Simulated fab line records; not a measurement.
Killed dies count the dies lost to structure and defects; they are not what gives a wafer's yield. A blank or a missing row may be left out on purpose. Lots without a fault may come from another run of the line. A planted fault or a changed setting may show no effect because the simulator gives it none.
Which tool did it? :: flow nand harc :: 24 lots with 72 wafers sampled at 2 steps, on a route of 1302 steps

WHAT THE GAUGES READ, wafer by wafer
NHARC_A_SLIT_INSPECT_11.
lot: L076
measured: day 19 21:31
on: defect inspect-02
raw defect count: 110 117 133

lot: L075
measured: day 19 21:41
on: defect inspect-01
raw defect count: 79 75 87

lot: L074
measured: day 20 03:21
on: defect inspect-01
raw defect count: 57 52 61

lot: L080
measured: day 21 15:38
on: defect inspect-01
raw defect count: 51 63 73

lot: L077
measured: day 21 16:07
on: defect inspect-02
raw defect count: 19 20 27

lot: L078
measured: day 21 19:16
on: defect inspect-01
raw defect count: 121 101 121

lot: L079
measured: day 22 01:35
on: defect inspect-01
raw defect count: 78 68 65

lot: L081
measured: day 22 20:46
on: defect inspect-02
raw defect count: 65 61 62

lot: L082
measured: day 23 11:05
on: defect inspect-01
raw defect count: 62 64 87

lot: L083
measured: day 23 11:56
on: defect inspect-02
raw defect count: 75 78 91

lot: L084
measured: day 23 21:22
on: defect inspect-02
raw defect count: 47 28 33

lot: L085
measured: day 24 06:44
on: defect inspect-02
raw defect count: 61 63 62

lot: L088
measured: day 25 00:42
on: defect inspect-01
raw defect count: 79 93 98

lot: L086
measured: day 25 00:56
on: defect inspect-02
raw defect count: 51 42 33

lot: L089
measured: day 25 01:20
on: defect inspect-02
raw defect count: 38 53 59

lot: L087
measured: day 25 05:10
on: defect inspect-02
raw defect count: 15 16 13

lot: L090
measured: day 26 00:59
on: defect inspect-01
raw defect count: 15 20 24

lot: L091
measured: day 26 01:20
on: defect inspect-01
raw defect count: 72 101 84

lot: L092
measured: day 27 04:56
on: defect inspect-02
raw defect count: 24 36 25

lot: L093
measured: day 27 05:16
on: defect inspect-02
raw defect count: 66 68 69

lot: L094
measured: day 28 03:35
on: defect inspect-02
raw defect count: 74 70 58

lot: L095
measured: day 28 13:23
on: defect inspect-02
raw defect count: 26 32 18

lot: L096
measured: day 28 13:32
on: defect inspect-01
raw defect count: 34 38 43

lot: L097
measured: day 29 15:17
on: defect inspect-02
raw defect count: 14 23 7

NHARC_A_CONTACT_OVL_MEAS_43.
lot: L076
measured: day 21 10:19
on: overlay-01
overlay x nm (nm): -1.0 -0.6 -0.8
overlay y nm (nm): -1.7 -1.6 -1.1

lot: L075
measured: day 21 11:52
on: overlay-02
overlay x nm (nm): 0.8 0.5 0.6
overlay y nm (nm): -1.1 -1.7 -1.4

lot: L074
measured: day 21 22:41
on: overlay-02
overlay x nm (nm): 0.5 0.1 0.4
overlay y nm (nm): -0.6 -0.3 -0.9

lot: L080
measured: day 23 07:25
on: overlay-01
overlay x nm (nm): -0.3 -1.1 -0.7
overlay y nm (nm): -0.7 -1.2 -1.0

lot: L077
measured: day 23 04:31
on: overlay-02
overlay x nm (nm): -1.2 -1.1 -0.9
overlay y nm (nm): -0.9 -0.8 -1.0

lot: L078
measured: day 23 07:16
on: overlay-02
overlay x nm (nm): 0.4 -0.7 0.1
overlay y nm (nm): -0.3 -0.7 -0.8

lot: L079
measured: day 23 21:42
on: overlay-01
overlay x nm (nm): 0.9 0.9 0.8
overlay y nm (nm): 0.1 0.5 -0.3

lot: L081
measured: day 24 10:50
on: overlay-01
overlay x nm (nm): 0.1 0.0 0.0
overlay y nm (nm): 0.5 -0.3 0.5

lot: L082
measured: day 25 05:00
on: overlay-01
overlay x nm (nm): 0.0 -0.1 -0.2
overlay y nm (nm): -0.6 -0.6 -0.4

lot: L083
measured: day 25 05:11
on: overlay-02
overlay x nm (nm): 0.4 -0.1 -0.6
overlay y nm (nm): 1.2 0.8 0.7

lot: L084
measured: day 25 12:07
on: overlay-01
overlay x nm (nm): 0.9 0.4 1.1
overlay y nm (nm): -0.5 -0.8 -0.7

lot: L085
measured: day 25 21:03
on: overlay-02
overlay x nm (nm): 0.1 -0.2 0.2
overlay y nm (nm): -0.5 -0.5 -1.4

lot: L088
measured: day 26 13:50
on: overlay-02
overlay x nm (nm): -1.0 -0.3 -0.7
overlay y nm (nm): -0.7 -1.0 -1.0

lot: L086
measured: day 26 13:40
on: overlay-01
overlay x nm (nm): 0.2 -0.2 0.1
overlay y nm (nm): 0.8 1.3 0.8

lot: L089
measured: day 26 17:49
on: overlay-02
overlay x nm (nm): -0.4 -0.8 -0.4
overlay y nm (nm): 1.0 1.1 0.5

lot: L087
measured: day 26 19:08
on: overlay-02
overlay x nm (nm): 0.7 0.4 0.3
overlay y nm (nm): 0.3 0.3 0.0

lot: L090
measured: day 27 17:14
on: overlay-02
overlay x nm (nm): -0.6 -0.6 -0.6
overlay y nm (nm): 0.1 0.4 0.5

lot: L091
measured: day 27 16:11
on: overlay-01
overlay x nm (nm): 1.3 1.0 1.2
overlay y nm (nm): -0.5 -0.1 -0.2

lot: L092
measured: day 28 21:07
on: overlay-01
overlay x nm (nm): -1.6 -2.0 -1.9
overlay y nm (nm): -0.5 -0.5 -0.1

lot: L093
measured: day 28 21:17
on: overlay-01
overlay x nm (nm): 0.7 0.0 -0.5
overlay y nm (nm): -2.2 -1.9 -1.6

lot: L094
measured: day 29 22:42
on: overlay-02
overlay x nm (nm): -1.6 -1.6 -1.6
overlay y nm (nm): 0.2 -0.6 -0.1

lot: L095
measured: day 30 02:13
on: overlay-01
overlay x nm (nm): -0.2 -0.5 -0.1
overlay y nm (nm): -0.1 -0.1 -0.4

lot: L096
measured: day 30 02:22
on: overlay-02
overlay x nm (nm): 1.0 1.1 0.9
overlay y nm (nm): -1.4 -0.8 -1.0

lot: L097
measured: day 31 04:02
on: overlay-02
overlay x nm (nm): -0.9 -0.9 -0.8
overlay y nm (nm): 0.7 0.6 0.8

TOOL THAT RAN EACH LOT (tool first, then ch and the chambers of the sampled wafers, then the start)
The record shows no process step preceding these readings.

WHAT THE TOOLS THEMSELVES READ (means of the sampled wafers that have a number; where no wafer has one, the mark that the record gives instead)
The record holds no such reading with a usual standard deviation.

THE ANSWER, worked out from the rows above alone
Rule: the lots themselves supply what counts as usual. The widest of any qualifying gaps counts: lots, ordered by their means at a reading, are off when they make up no more than a third of the lots, leave a main group of 4 or more, and stand apart from it by 3 or more times the standard deviation of that group's means. A main group whose means are all the same, to the digits that the tables above print for the reading, isn't used. Also off: a lot with no number at a reading for which 4 or more lots have one. All remaining lots with rows at the step are treated as sound. After the gauges, taken in route order, come the tools' own readings; for these a lot's mean is taken, as printed above. At the first step where some lot is off, the reading lying furthest off is the one used; lots without a number count as furthest.
No lot is off at any reading shown: from this, nothing can be told.

WHAT THE SIMULATOR HAD INSERTED
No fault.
